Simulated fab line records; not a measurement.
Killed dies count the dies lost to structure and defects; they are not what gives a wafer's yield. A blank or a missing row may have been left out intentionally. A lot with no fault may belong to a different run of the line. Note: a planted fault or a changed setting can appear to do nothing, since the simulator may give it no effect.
Matching of chambers + flow nand harc + NHARC_A_WL_FILL_ALD_02 on ald metal-03: 4 sister chambers
The step deposits TiN, target thk 2 nm, pulse time 3 s, ald cycles 100. 8 wafers are shown with their chamber, then 7 later ones without.

EACH WAFER AND ITS CHAMBER
| wafer  | chamber | heater power w (W) | precursor pulse height rel |
|--------|---------|--------------------|----------------------------|
| L882.3 | 1       | 912                | 0.986                      |
| L882.5 | 2       | 1100               | 1.007                      |
| L882.6 | 1       | 901                | 0.971                      |
| L889.1 | 0       | 1111               | 1.002                      |
| L889.2 | 2       | 1108               | 0.983                      |
| L889.3 | 3       | 1116               | 0.987                      |
| L891.3 | 0       | 1106               | 1.010                      |
| L891.4 | 3       | 1110               | 1.012                      |

WAFERS WITH NO CHAMBER GIVEN
| wafer  | heater power w (W) | precursor pulse height rel |
|--------|--------------------|----------------------------|
| L891.6 | 1115               | 0.981                      |
| L894.3 | 1074               | 1.001                      |
| L894.4 | 1105               | 1.017                      |
| L894.5 | 1092               | 1.024                      |
| L897.2 | 937                | 1.034                      |
| L897.3 | 1110               | 1.004                      |
| L897.5 | 1117               | 1.011                      |

WHICH CHAMBER EACH ONE RAN IN
| wafer  | from the rows above          | in truth |
|--------|------------------------------|----------|
| L891.6 | can't be placed: 3 or 0 or 2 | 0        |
| L894.3 | can't be placed: 2 or 0 or 3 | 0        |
| L894.4 | can't be placed: 0 or 2 or 3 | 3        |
| L894.5 | can't be placed: 2 or 0 or 3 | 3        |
| L897.2 | 1                            | 1        |
| L897.3 | can't be placed: 0 or 3 or 2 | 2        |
| L897.5 | can't be placed: 3 or 0 or 2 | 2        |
1 of 7 placed correctly. Can't be placed from these rows: 6 (the true chamber is among the candidates in 6). Placed wrongly: 0.
How it was worked out, from the rows above alone: a wafer's distance from a chamber is the root of the sum, over the readings, of the square of ((its reading less the chamber's mean) divided by the reading's scatter). If the next closest chamber is less than 2 further off than the closest, the wafer can't be placed; otherwise it belongs to the closest. For every chamber, the mean is computed from those of its wafers that are shown. The scatter is the square root of a quotient: the sum, over the shown wafers, of each reading's squared deviation from its chamber's mean, divided by wafers minus chambers.
